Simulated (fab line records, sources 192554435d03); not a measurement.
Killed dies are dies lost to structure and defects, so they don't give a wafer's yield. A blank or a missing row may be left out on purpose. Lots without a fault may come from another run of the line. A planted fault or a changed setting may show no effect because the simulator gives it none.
Which tool did it? | flow n5_finfet | 11 lots, 32 wafers sampled, at 2 steps of a route of 1938

WHAT THE GAUGES READ, wafer by wafer
N5_BEOL_M8_THK_MEAS_53: measures by xrf. Usual: M8_THK 78.9 nm, standard deviation 1.7.
lot  | measured     | on            | M8_THK (nm)    | flag
L790 | day 9 09:11  | film_metro-02 | 77.0 78.3 79.9 |
L791 | day 9 22:05  | film_metro-02 | 81.3 80.9 79.7 |
L793 | day 10 07:18 | film_metro-02 | 79.4 78.6 79.9 |
L796 | day 10 20:44 | film_metro-02 | 79.9 80.5 79.8 |
L798 | day 11 09:04 | film_metro-02 | 81.5 81.1 80.1 |
L805 | day 13 11:55 | film_metro-01 | 77.3 78.0 80.2 |
L807 | day 13 19:18 | film_metro-02 | 82.1 79.7      |
L809 | day 14 00:03 | film_metro-01 | 81.6 79.5 80.8 |
L808 | day 14 06:00 | film_metro-02 | 76.4 77.5 75.0 |
L811 | day 14 15:30 | film_metro-01 | 77.7 78.6 77.4 |
L813 | day 15 02:14 | film_metro-01 | 80.3 78.8 79.2 |

N5_BEOL_M9_THK_MEAS_01. Usual: M9_ILD_THK 270 nm, standard deviation 3.3.
lot  | measured     | on            | M9_ILD_THK (nm) | flag
L790 | day 9 09:59  | film_metro-02 | 267 270 273     |
L791 | day 9 22:52  | film_metro-01 | 265 265 270     |
L793 | day 10 08:07 | film_metro-01 | 266 266 268     |
L796 | day 10 21:32 | film_metro-01 | 269 270 270     |
L798 | day 11 10:04 | film_metro-02 | 271 272 277     |
L805 | day 13 12:42 | film_metro-01 | 270 273 272     |
L807 | day 13 20:14 | film_metro-02 | 272 275         |
L809 | day 14 00:50 | film_metro-02 | 269 273 273     |
L808 | day 14 06:47 | film_metro-02 | 269 270 274     |
L811 | day 14 16:17 | film_metro-01 | 269 270 273     |
L813 | day 15 03:05 | film_metro-02 | 267 273 272     |

WHICH TOOL RAN EACH LOT (tool, then ch and the chambers of the sampled wafers, then the start)
The record holds no process step before these readings.

WHAT THE TOOLS THEMSELVES READ (means of the sampled wafers that have a number; where no wafer has one, the mark that the record gives instead)
The record holds no such reading with a usual standard deviation.

THE ANSWER, worked out from the rows above alone
Rule: a lot is off if the mean of its wafers that have a number lies more than 3 standard deviations from the usual mean. A lot without any number at a reading at which 4 lots or more have one is off too. The other lots that the step has rows for count as sound. The gauges are gone through in route order, then the tools' own readings, and for those a lot's mean is taken as printed above. The first step at which some lot is off is used, and at that step the reading that is off furthest; a lot without a number counts as furthest.
No lot is off at any reading shown: from this, nothing can be told.

WHAT THE SIMULATOR HAD PUT IN
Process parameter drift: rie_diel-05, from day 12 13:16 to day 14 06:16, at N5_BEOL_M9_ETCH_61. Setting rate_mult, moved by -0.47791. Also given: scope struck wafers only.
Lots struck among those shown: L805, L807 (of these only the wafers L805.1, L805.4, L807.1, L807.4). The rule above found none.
